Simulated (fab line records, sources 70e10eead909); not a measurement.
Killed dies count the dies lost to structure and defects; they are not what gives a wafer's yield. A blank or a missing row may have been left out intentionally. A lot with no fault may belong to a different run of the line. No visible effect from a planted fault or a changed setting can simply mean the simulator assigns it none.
The tool behind it: which one? :: flow nand-harc :: at 1 step of a route of 1159, 11 lots with 32 wafers sampled

WHAT THE GAUGES SHOWED, per wafer
NHARC_P_M2_INSPECT_27.
lot: L924
measured: day 6 02:16
on: defect-inspect-02
raw-defect-count: 343 285 400

lot: L931
measured: day 7 22:46
on: defect-inspect-01
raw-defect-count: 431 297

lot: L935
measured: day 9 08:51
on: defect-inspect-02
raw-defect-count: 315 258 251

lot: L938
measured: day 9 14:31
on: defect-inspect-01
raw-defect-count: 430 268 366

lot: L936
measured: day 9 15:59
on: defect-inspect-02
raw-defect-count: 235 194 194

lot: L940
measured: day 10 07:20
on: defect-inspect-02
raw-defect-count: 238 165 277

lot: L943
measured: day 10 15:27
on: defect-inspect-02
raw-defect-count: 194 198 258

lot: L945
measured: day 11 15:26
on: defect-inspect-02
raw-defect-count: 291 308 565

lot: L944
measured: day 11 16:31
on: defect-inspect-01
raw-defect-count: 266 267 330

lot: L947
measured: day 11 18:35
on: defect-inspect-01
raw-defect-count: 391 522 726

lot: L946
measured: day 11 19:11
on: defect-inspect-01
raw-defect-count: 346 456 322

WHICH TOOL RAN EACH LOT (tool, then ch and the chambers of the sampled wafers, then the start)
Before these readings, the record contains no process step.

THE ANSWER, worked out from the rows above alone
Rule: the lots themselves supply what counts as usual. The widest of any qualifying gaps counts: lots, ordered by their means at a reading, are off when they make up no more than a third of the lots, leave a main group of 4 or more, and stand apart from it by 3 or more times the standard deviation of that group's means. The tables above print the reading to a certain number of digits; a main group whose means all agree to those digits is not used. Also off: a lot with no number at a reading for which 4 or more lots have one. All remaining lots with rows at the step are treated as sound.
No lot is off at any reading shown: from this, nothing can be told.

WHAT WAS PUT IN BY THE SIMULATOR
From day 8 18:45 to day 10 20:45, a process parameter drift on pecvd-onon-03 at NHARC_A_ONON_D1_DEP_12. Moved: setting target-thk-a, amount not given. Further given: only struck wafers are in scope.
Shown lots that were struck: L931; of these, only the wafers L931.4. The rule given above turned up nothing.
